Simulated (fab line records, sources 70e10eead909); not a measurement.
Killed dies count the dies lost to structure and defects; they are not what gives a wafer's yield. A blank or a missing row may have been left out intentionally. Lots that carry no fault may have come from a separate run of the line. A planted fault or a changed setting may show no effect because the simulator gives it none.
fab line records | flow nand_harc
record: lots: 13 | wafers: 39 | last_day: 34
route steps=1302 shown P_GATE@170 P_CONTACT@219
lots with no fault: from the same line, run without faults
start_h: the number of hours between the record's first day and the start of the first shown wafer of the lot | wait_h: hours since the lot's step before | " repeats the value in the row above | L1.1+2: a row that stands for several wafers | - no value, or no start given | * or withheld: withheld | < > ~ a bound
route shown NAME@n: a module of which the file shows steps, and the number in the route of the first | usual: mean/standard deviation of fault-free wafers | same: alike in all rows | chamber/n: place in a boat | sites: readings site by site | _std_site: standard deviation of those values | _edge_site: the outer-site mean with the inner-site mean subtracted | radius_mm: for every site, how far away it sits from the centre of the wafer | mask NAME#n: copy n | behind: the most recent tool/chamber to have shaped the wafer | hold: cause of the lot's hold/its duration in hours/its outcome | device: the transistor (n, p or np) that didn't switch | end of line: tests run on the same wafers once the route is complete | a step given without rows: its recipe and nothing more | killed: count of dies lost to structure and defects at first sort (not the wafer's yield) | map: per-die view of a wafer (x killed, . not killed, _ where there is no die)
set.NAME: the setting as run; set.NAME@STEP: as run at that earlier step | model.NAME: the simulator's own value behind a step, which no gauge read
a sample of lots followed through the steps of the route, with each step as a table and each wafer as a row
services: when a tool's chamber went out of use (start_h, in hours from the record's first day, below 0 if earlier), for how many hours, and the reason
== steps ==
step: NHARC_P_GATE_CD_MEAS_46
recipe: target_cd_nm: 720 | landing_energy_ev: 500
usual: cd_nm: 720.3/2
lot.wafer | tool      | chamber | start_h | wait_h | cd_nm
L412.2    | cd_sem-02 | 0       | 110.49  | -      | 718.6
L412.5    | "         | 0       | "       | "      | 717.0
L412.6    | "         | 0       | "       | "      | 720.4
L415.1    | cd_sem-02 | 0       | 136.66  | -      | 721.3
L415.4    | "         | 0       | "       | "      | 719.3
L415.5    | "         | 0       | "       | "      | 722.0
L417.2    | cd_sem-03 | 0       | 159.84  | -      | 717.6
L417.5    | "         | 0       | "       | "      | 717.3
L417.6    | "         | 0       | "       | "      | 715.0
L418.1    | cd_sem-01 | 0       | 177.40  | -      | 720.0
L418.2    | "         | 0       | "       | "      | 718.3
L418.5    | "         | 0       | "       | "      | 721.1
L419.1    | cd_sem-03 | 0       | 184.99  | -      | 722.6
L419.2    | "         | 0       | "       | "      | 719.1
L419.4    | "         | 0       | "       | "      | 722.6
L420.2    | cd_sem-01 | 0       | 190.18  | -      | 720.3
L420.3    | "         | 0       | "       | "      | 718.0
L420.5    | "         | 0       | "       | "      | 721.1
L421.2    | cd_sem-03 | 0       | 200.24  | -      | 721.5
L421.5    | "         | 0       | "       | "      | 721.2
L421.6    | "         | 0       | "       | "      | 723.5
L422.1    | cd_sem-03 | 0       | 208.89  | -      | 720.4
L422.3    | "         | 0       | "       | "      | 719.4
L422.5    | "         | 0       | "       | "      | 717.2
L424.4    | cd_sem-03 | 0       | 223.55  | -      | 718.5
L424.5    | "         | 0       | "       | "      | 720.5
L424.6    | "         | 0       | "       | "      | 718.1
L425.1    | cd_sem-03 | 0       | 245.58  | -      | 721.6
L425.3    | "         | 0       | "       | "      | 722.5
L425.5    | "         | 0       | "       | "      | 720.5
L427.3    | cd_sem-02 | 0       | 254.30  | -      | 720.8
L427.5    | "         | 0       | "       | "      | 718.7
L427.6    | "         | 0       | "       | "      | 717.8
L426.1    | cd_sem-02 | 0       | 256.08  | -      | 717.6
L426.3    | "         | 0       | "       | "      | 719.9
L426.6    | "         | 0       | "       | "      | 715.9
L435.2    | cd_sem-02 | 0       | 342.42  | -      | 722.6
L435.4    | "         | 0       | "       | "      | 721.3
L435.5    | "         | 0       | "       | "      | 718.8
step: NHARC_P_GATE_DESCUM_48
recipe: time_s: 3 | o2_flow_sccm: 200 | ar_flow_sccm: 0 | bias_power_w: 0 | chemistry: O2
usual: drypump_motor_current_A: 5.6/0.34 | o2_flow_sccm: 200.0/0.54 | oes_product_au: 0.994/0.0087 | rf_vpp_V: 57.7/0.97 | showerhead_plenum_p_Torr: 1.89/0.073 | throttle_valve_pct: 11.310/0.0087
lot.wafer | tool        | chamber | start_h | wait_h | drypump_motor_current_A | o2_flow_sccm | oes_product_au | rf_hours_counter_h | rf_vpp_V | showerhead_plenum_p_Torr | throttle_valve_pct
L412.2    | rie_diel-04 | 0       | 110.66  | -      | 5.8                     | 199.3        | 0.993          | 6                  | 57.9     | 2.01                     | 11.311
L412.5    | "           | 3       | "       | "      | 5.5                     | 199.5        | 0.995          | -                  | 56.9     | 1.84                     | 11.312
L412.6    | "           | 0       | "       | "      | 5.8                     | 198.8        | 0.995          | -                  | 60.2     | 2.01                     | 11.310
L415.1    | rie_diel-04 | 0       | 136.83  | -      | 5.8                     | 200.7        | 0.996          | 7                  | 57.3     | 2.01                     | 11.316
L415.4    | "           | 2       | "       | "      | 5.4                     | 199.9        | 0.989          | 5                  | 57.2     | 1.82                     | 11.303
L415.5    | "           | 3       | "       | "      | 5.4                     | 199.2        | 1.007          | -                  | 55.9     | 1.84                     | 11.320
L417.2    | rie_diel-04 | 2       | 160.04  | -      | 5.3                     | 199.2        | 0.996          | 8                  | 57.1     | 1.82                     | 11.311
L417.5    | "           | 3       | "       | "      | 5.5                     | 199.9        | 1.021          | -                  | 56.6     | 1.84                     | 11.297
L417.6    | "           | 0       | "       | "      | 5.8                     | 199.5        | 0.989          | -                  | 57.6     | 2.01                     | 11.317
L418.1    | rie_diel-09 | 1       | 177.57  | -      | 4.8                     | 199.5        | 0.978          | 2                  | 57.4     | 1.81                     | 11.313
L418.2    | "           | 3       | "       | "      | 5.7                     | 200.1        | 0.993          | 1                  | 56.9     | 1.87                     | 11.315
L418.5    | "           | 0       | "       | "      | 5.9                     | 199.6        | 0.996          | -                  | 58.5     | 1.98                     | 11.308
L419.4    | rie_diel-03 | 1       | 185.16  | -      | 6.1                     | 200.7        | 0.993          | 4                  | 58.7     | 1.92                     | 11.312
L419.2    | "           | 2       | "       | "      | 6.0                     | 200.2        | 1.014          | 3                  | 58.5     | 1.94                     | 11.306
L419.1    | "           | 3       | "       | "      | 6.1                     | 200.5        | 0.997          | 4                  | 57.6     | 1.82                     | 11.303
L420.3    | rie_diel-03 | 0       | 190.34  | -      | 5.5                     | 199.9        | 0.997          | 5                  | 57.0     | 1.95                     | 11.313
L420.2    | "           | 2       | "       | "      | 5.9                     | 199.8        | 1.011          | 3                  | 58.2     | 1.94                     | 11.309
L420.5    | "           | 3       | "       | "      | 6.2                     | 200.1        | 0.996          | -                  | 58.3     | 1.82                     | 11.296
L421.2    | rie_diel-04 | 1       | 200.44  | -      | 5.6                     | 200.6        | 0.990          | 1                  | 56.6     | 1.82                     | 11.307
L421.5    | "           | 2       | "       | "      | 5.3                     | 200.0        | 0.987          | -                  | 56.1     | 1.82                     | 11.332
L421.6    | "           | 3       | "       | "      | 5.4                     | 199.5        | 0.971          | -                  | 56.8     | 1.84                     | 11.317
L422.1    | rie_diel-04 | 1       | 209.05  | -      | 5.5                     | 200.4        | 0.999          | 1                  | 57.4     | 1.82                     | 11.315
L422.3    | "           | 2       | "       | "      | 5.3                     | 200.0        | 0.995          | 1                  | 57.4     | 1.82                     | 11.301
L422.5    | "           | 1       | "       | "      | 5.5                     | 201.1        | 0.980          | -                  | 57.4     | 1.81                     | 11.310
L424.4    | rie_diel-04 | 1       | 223.73  | -      | 5.6                     | 200.2        | 0.988          | 2                  | 55.8     | 1.82                     | 11.327
L424.5    | "           | 3       | "       | "      | 5.4                     | 200.1        | 0.990          | -                  | 58.8     | 1.84                     | 11.309
L424.6    | "           | 0       | "       | "      | 5.8                     | 200.0        | 0.999          | -                  | 58.3     | 2.01                     | 11.310
L425.3    | rie_diel-03 | 0       | 245.75  | -      | 5.5                     | 200.0        | 0.993          | 9                  | 57.5     | 1.95                     | 11.288
L425.1    | "           | 1       | "       | "      | 6.1                     | 200.5        | 0.987          | 6                  | 58.7     | 1.92                     | 11.307
L425.5    | "           | 3       | "       | "      | 6.1                     | 200.4        | 0.988          | -                  | 57.9     | 1.81                     | 11.297
L427.3    | rie_diel-04 | 3       | 254.45  | -      | 5.4                     | 199.7        | 1.002          | 5                  | 56.9     | 1.84                     | 11.328
L427.5    | "           | 3       | "       | "      | 5.4                     | 200.2        | 0.995          | -                  | 56.3     | 1.84                     | 11.310
L427.6    | "           | 0       | "       | "      | 5.8                     | 201.0        | 1.007          | -                  | 59.0     | 2.01                     | 11.307
L426.3    | rie_diel-09 | 1       | 256.24  | -      | 4.8                     | 199.6        | 0.997          | 6                  | 56.1     | 1.81                     | 11.329
L426.1    | "           | 0       | "       | "      | 5.8                     | 201.4        | 0.994          | 5                  | 58.4     | 1.98                     | 11.314
L426.6    | "           | 2       | "       | "      | 5.0                     | 200.7        | 0.996          | -                  | 57.1     | 1.82                     | 11.308
L435.2    | rie_diel-03 | 2       | 342.61  | -      | 6.0                     | 200.4        | 1.000          | 2                  | 59.0     | 1.94                     | 11.316
L435.4    | "           | 3       | "       | "      | 6.0                     | 200.0        | 1.013          | 2                  | 58.8     | 1.81                     | 11.307
L435.5    | "           | 1       | "       | "      | 6.1                     | 200.8        | 0.982          | -                  | 58.1     | 1.92                     | 11.307
step: NHARC_P_GATE_SPUTTER_78
recipe: target_thk_a: 100 | material: Ni
lot.wafer  | tool           | chamber | start_h | wait_h
L412.2+6+5 | pvd_sputter-03 | -       | 116.21  | -
L415.1+4+5 | pvd_sputter-03 | -       | 142.37  | -
L417.2+5+6 | pvd_sputter-01 | -       | 165.42  | -
L418.2+1+5 | pvd_sputter-03 | -       | 183.30  | -
L419.1+4+2 | pvd_sputter-02 | -       | 195.00  | -
L420.3+2+5 | pvd_sputter-02 | -       | 195.82  | -
L421.2+5+6 | pvd_sputter-02 | -       | 205.83  | -
L422.3+1+5 | pvd_sputter-01 | -       | 214.49  | -
L424.4+5+6 | pvd_sputter-03 | -       | 229.30  | -
L425.3+1+5 | pvd_sputter-01 | -       | 251.27  | -
L425.3+1+5 | pvd_sputter-01 | -       | 251.51  | -
L427.3+5+6 | pvd_sputter-02 | -       | 259.87  | -
L426.3+1+6 | pvd_sputter-03 | -       | 261.93  | -
L426.3+1+6 | pvd_sputter-03 | -       | 262.16  | -
L435.4+2+5 | pvd_sputter-01 | -       | 348.40  | -
step: NHARC_P_CONTACT_CMP_01
recipe: target_thk_nm: 200 | material: SiO2
usual: motor_current_A: 11.7/1.3 | pad_life_wafers: 186/100
lot.wafer | tool   | chamber | start_h | wait_h | motor_current_A | pad_life_wafers
L412.2    | cmp-02 | 1       | 117.95  | -      | 13.8            | 285
L412.5    | "      | 2       | "       | "      | 12.8            | -
L412.6    | "      | 3       | "       | "      | 11.6            | -
L415.4    | cmp-03 | 3       | 144.03  | -      | 12.1            | 302
L415.1    | "      | 0       | "       | "      | 11.6            | 303
L415.5    | "      | 1       | "       | "      | 10.0            | -
L417.2    | cmp-03 | 3       | 167.07  | -      | 12.0            | 7
L417.6    | "      | 2       | "       | "      | 11.4            | -
L417.5    | "      | 3       | "       | "      | 11.6            | -
L418.1    | cmp-02 | 3       | 185.08  | -      | 10.6            | 180
L418.2    | "      | 1       | "       | "      | 14.1            | 182
L418.5    | "      | 0       | "       | "      | 12.0            | -
L419.4    | cmp-02 | 3       | 196.63  | -      | 10.9            | 228
L419.2    | "      | 0       | "       | "      | 12.3            | 229
L419.1    | "      | 2       | "       | "      | 12.6            | 231
L420.2    | cmp-01 | 3       | 197.51  | -      | 11.0            | 14
L420.3    | "      | 0       | "       | "      | 9.8             | 15
L420.5    | "      | 2       | "       | "      | 11.7            | -
L421.2    | cmp-01 | 2       | 207.52  | -      | 11.6            | 57
L421.5    | "      | 3       | "       | "      | 11.2            | -
L421.6    | "      | 0       | "       | "      | 9.8             | -
L422.3    | cmp-02 | 0       | 216.14  | -      | 12.1            | 331
L422.1    | "      | 1       | "       | "      | 13.9            | 332
L422.5    | "      | 0       | "       | "      | 12.4            | -
L424.4    | cmp-01 | 2       | 231.05  | -      | 11.8            | 159
L424.6    | "      | 3       | "       | "      | 10.8            | -
L424.5    | "      | 0       | "       | "      | 9.9             | -
L425.1    | cmp-03 | 1       | 254.20  | -      | 10.0            | 333
L425.3    | "      | 2       | "       | "      | 10.8            | 334
L425.5    | "      | 1       | "       | "      | 9.8             | -
L427.3    | cmp-01 | 0       | 261.53  | -      | 9.6             | 289
L427.6    | "      | 3       | "       | "      | 10.4            | -
L427.5    | "      | 0       | "       | "      | 9.9             | -
L426.1    | cmp-02 | 1       | 263.85  | -      | 14.5            | 125
L426.3    | "      | 2       | "       | "      | 12.7            | 126
L426.6    | "      | 3       | "       | "      | 11.3            | -
L435.2    | cmp-02 | 3       | 350.09  | -      | 11.3            | 66
L435.4    | "      | 1       | "       | "      | 14.5            | 68
L435.5    | "      | 0       | "       | "      | 11.8            | -
== services ==
tool           | chamber | start_h | hours | kind
cmp-01         | -       | 87.63   | 4.0   | pm
pvd_sputter-02 | -       | 104.01  | 10.0  | pm
rie_diel-03    | -       | 104.30  | 9.0   | pm
cmp-02         | -       | 134.50  | 4.0   | pm
pvd_sputter-03 | -       | 137.19  | 3.6   | repair
pvd_sputter-03 | -       | 143.25  | 6.1   | repair
cmp-02         | -       | 143.75  | 0.4   | repair
cmp-02         | -       | 153.96  | 3.9   | repair
rie_diel-03    | 2       | 169.32  | 2.0   | repair
rie_diel-04    | -       | 177.90  | 9.0   | pm
cmp-01         | -       | 185.63  | 4.0   | pm
pvd_sputter-02 | -       | 187.08  | 1.6   | repair
cmp-02         | -       | 191.70  | 1.5   | repair
cmp-01         | -       | 200.94  | 0.9   | repair
pvd_sputter-03 | -       | 221.56  | 6.7   | repair
pvd_sputter-01 | -       | 226.13  | 10.0  | pm
cmp-02         | -       | 232.50  | 4.0   | pm
rie_diel-04    | 3       | 261.93  | 4.8   | repair
cmp-02         | -       | 288.65  | 0.3   | repair
cmp-02         | -       | 317.51  | 4.1   | repair
pvd_sputter-03 | -       | 322.28  | 5.8   | repair
cmp-02         | -       | 330.50  | 4.0   | pm
pvd_sputter-03 | -       | 348.24  | 10.0  | pm
pvd_sputter-01 | -       | 349.07  | 8.2   | repair
== key ==
first_sign: step: NHARC_P_GATE_SPUTTER_78 | reading: visit | direction: added
effect none on later readings
met_at NHARC_P_GATE_SPUTTER_78
struck_lots L425,L426
tester_left_out L425,L426
not_acting_at NHARC_P_GATE_CD_MEAS_46,NHARC_P_GATE_DESCUM_48,NHARC_P_CONTACT_CMP_01
fault: kind: repeated_step_whole | tool: pvd_sputter-01,pvd_sputter-02,pvd_sputter-03 | chamber: - | onset_h: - | steps: NHARC_P_GATE_SPUTTER_78 | times: 1 | scope: struck_lots_only
tester_left_out: of these lots the tester's yield and bins aren't shown, on N5 and GAA mostly nor the transistor test; their killed dies are dies lost to structure and defects alone, not to doping, threshold or leakage, so they don't give the yield
